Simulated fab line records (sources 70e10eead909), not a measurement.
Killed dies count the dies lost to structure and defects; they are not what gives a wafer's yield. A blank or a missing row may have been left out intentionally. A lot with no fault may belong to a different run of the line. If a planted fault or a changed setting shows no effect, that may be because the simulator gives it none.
A lot that was struck, set against a sound lot    flow nand-harc    39 steps out of a route of 1159
Sound: the wafers L895.2, L895.3, L895.6. Struck: wafer L883.1; the same lot's L883.6 was not struck, so it is left out; see the end for the cause.
Each step with rows lists, per side, the tool, then ch with its chambers, then its first start. Under that, the readings that differ: sound wafers    struck wafers    difference of the means    sigmas: that difference in standard deviations of wafers without a fault.
alike: words and numbers the same on both sides, and readings whose means are apart by under 2 such deviations; not compared: readings that were withheld, readings missing a value for some wafer, numbers with overlapping values and no deviation given by the record, and bounds like >300 which may hide the same value.
The two part at a step that has a row with sigmas, a row that says differs or no value, or rows on one side only. Numbers that have no deviation but don't overlap get no sigmas and don't part them. A reading that every wafer of one side lacks parts them only if that side has two wafers or more.

first, 10 steps without rows for these wafers: NHARC_A_CHANNEL_HOLE_D1_DEP_00 (deposits aC, target thk 3100 nm); NHARC_A_CHANNEL_HOLE_D1_DEP_01 (deposits SiON, target thk 140 nm); NHARC_A_CHANNEL_HOLE_D1_DEHYDRATE_02 (time 120 s); NHARC_A_CHANNEL_HOLE_D1_HMDS_03 (time 30 s); NHARC_A_CHANNEL_HOLE_D1_COAT_36 (time 75 s); NHARC_A_CHANNEL_HOLE_D1_COAT_37 (time 65 s); NHARC_A_CHANNEL_HOLE_D1_COAT_04 (resist thk 90 nm); NHARC_A_CHANNEL_HOLE_D1_SOFTBAKE_05 (time 55 s); NHARC_A_CHANNEL_HOLE_D1_EBR_06; NHARC_A_CHANNEL_HOLE_D1_EXPOSE_07 (exposes mask HOLE D1, target cd 100 nm).
NHARC_A_CHANNEL_HOLE_D1_PEB_08: peb time 65 s.
  sound on litho-track-01 ch 0, day 13 05:46; struck on litho-track-04 ch 0, day 10 05:51
then, 1 step without rows for these wafers: NHARC_A_CHANNEL_HOLE_D1_DEVELOP_09 (develop time 35 s).
NHARC_A_CHANNEL_HOLE_D1_CD_MEAS_10 targets a cd of 100 nm.
  sound on cd-sem-01 ch 0, day 13 05:50; struck on cd-sem-01 ch 0, day 10 05:56
reading     sound            struck  difference  sigmas
cd-nm (nm)  99.6 99.5 100.1  108.1   +8.4        +23
NHARC_A_CHANNEL_HOLE_D1_DESCUM_15: chemistry O2, time 3 s.
  sound on rie-diel-01 ch 1,2,3, day 13 06:02; struck on rie-diel-07 ch 1, day 10 06:08
reading                             sound                 struck  difference  sigmas
throttle-valve-pct (%)              11.312 11.322 11.319  11.297  -0.021      -3
model.A_CHANNEL_HOLE_D1.cd-nm (nm)  99.84 99.55 99.66     108.2   +8.5        
  alike: drypump-motor-current-A, mfc-ar-sccm, oes-product-au, rf-vpp-V, showerhead-plenum-p-Torr
  not compared: rf-hours-counter-h
then, 4 steps without rows for these wafers: NHARC_A_CHANNEL_HOLE_D1_ETCH_38 (etches the open film in CF4, target depth 39 nm, time 65 s); NHARC_A_CHANNEL_HOLE_D1_ETCH_39 (etches the open film in N2/H2, target depth 260 nm, time 325 s); NHARC_A_CHANNEL_HOLE_D1_ETCH_34 (etches the open film in CF4/CHF3, target depth 154 nm, time 77 s); NHARC_A_CHANNEL_HOLE_D1_ETCH_16 (etches the open film in O2/COS, target depth 3100 nm, time 806 s).
NHARC_A_CHANNEL_HOLE_D1_CD_MEAS_18:
  sound on cd-sem-01, day 13 07:08; struck on cd-sem-02, day 10 07:15
reading     sound           struck  difference  sigmas
cd-nm (nm)  98.7 99.3 99.0  106.6   +7.6        +5
then, 12 steps without rows for these wafers: NHARC_A_CHANNEL_HOLE_D1_ETCH_19 (etches the open film in C4F8/O2/Ar, time 34.5 s); NHARC_A_CHANNEL_HOLE_D1_ETCH_20 (etches the open film in C4F8/O2/Ar, time 361.9 s, target depth 1600 nm); NHARC_A_CHANNEL_HOLE_D1_ETCH_21 (etches the open film in C4F8/O2/Ar, time 514.3 s, target depth 1600 nm); NHARC_A_CHANNEL_HOLE_D1_ETCH_22 (etches the open film in C4F8/O2/Ar, time 666.7 s, target depth 1600 nm); NHARC_A_CHANNEL_HOLE_D1_ETCH_23 (etches the open film in C4F8/O2/Ar, time 819 s, target depth 1600 nm); NHARC_A_CHANNEL_HOLE_D1_ETCH_24 (etches the open film in C4F8/O2/Ar, time 906.2 s, target depth 1500 nm); NHARC_A_CHANNEL_HOLE_D1_ETCH_25 (etches the open film in C4F8/O2/Ar, time 1040.2 s, target depth 1500 nm); NHARC_A_CHANNEL_HOLE_D1_ETCH_26 (etches the open film in C4F8/O2/Ar, time 224.1 s, target depth 300 nm); NHARC_A_CHANNEL_HOLE_D1_ETCH_33 (etches the open film in C4F8/O2/Ar, time 90 s, target depth 400 nm); NHARC_A_CHANNEL_HOLE_D1_STRIP_41 (strips in N2/H2); NHARC_A_CHANNEL_HOLE_D1_STRIP_42 (strips in CF4/CHF3); NHARC_A_CHANNEL_HOLE_D1_STRIP_43 (strips in O2/COS).
NHARC_A_CHANNEL_HOLE_D1_ETCH_44: etches the open film in CF4/O2, target depth 140 nm, overetch 14 nm, time 77 s.
  sound on rie-diel-07 ch 1,2,3, day 13 11:56; struck on rie-diel-07 ch 2, day 10 12:02
reading                             sound             struck  difference  sigmas
model.A_CHANNEL_HOLE_D1.cd-nm (nm)  90.36 88.7 89.97  96.81   +7.13       
  alike: drypump-motor-current-A, mfc-ar-sccm, oes-product-au, rf-vpp-V, showerhead-plenum-p-Torr, throttle-valve-pct
  not compared: rf-hours-counter-h
then, 3 steps without rows for these wafers: NHARC_A_CHANNEL_HOLE_D1_STRIP_27 (strips in O2); NHARC_A_CHANNEL_HOLE_D1_PRECLEAN_28 (cleans in SC1); NHARC_A_CHANNEL_HOLE_D1_SRD_29.
NHARC_A_CHANNEL_HOLE_D1_CD_MEAS_30:
  sound on cd-sem-01, day 13 12:43; struck on cd-sem-02, day 10 12:50
reading     sound           struck  difference  sigmas
cd-nm (nm)  89.8 88.3 89.3  96.8    +7.7        +10
NHARC_A_CHANNEL_HOLE_D1_XSEM_31:
  sound on xsem-02 ch 0, day 13 12:49; struck on xsem-01 ch 0, day 10 12:55
reading             sound           struck  difference  sigmas
bot-cd-nm (nm)      73.8 73.8 74.2  80.1    +6.2        +6
tilt-deg (degrees)  0.12 0.12 0.12  0.03    -0.09       -2
  alike: bow-nm
-- break in the record here, with 10 days between the starts of the struck wafers on either side (left off in module A_CHANNEL_HOLE_D1, picked up again in module END, where the first step shown is number 1158 on the route) --
NHARC_END_WLT_00:
  sound on prober-02, day 24 15:59; struck on prober-01, day 20 23:18
  alike: VT_DECK1_BOTTOM, VT_DECK1_BOTTOM_INNER, VT_DECK1_MEDIAN_NEAR_BOTTOM, VT_DECK1_MEDIAN_NEAR_BOTTOM_INNER, VT_DECK1_MIDDLE, VT_DECK1_MIDDLE_INNER, VT_DECK1_TOP, VT_DECK1_TOP_INNER
next, for these wafers, 1 step has no rows: NHARC_END_SORT_01.

WHERE THEY PART
First at NHARC_A_CHANNEL_HOLE_D1_CD_MEAS_10; last, within this record, at NHARC_A_CHANNEL_HOLE_D1_XSEM_31. Later steps at which nothing parts them and some readings are alike: NHARC_END_WLT_00.

WHY: what had been put in by the simulator
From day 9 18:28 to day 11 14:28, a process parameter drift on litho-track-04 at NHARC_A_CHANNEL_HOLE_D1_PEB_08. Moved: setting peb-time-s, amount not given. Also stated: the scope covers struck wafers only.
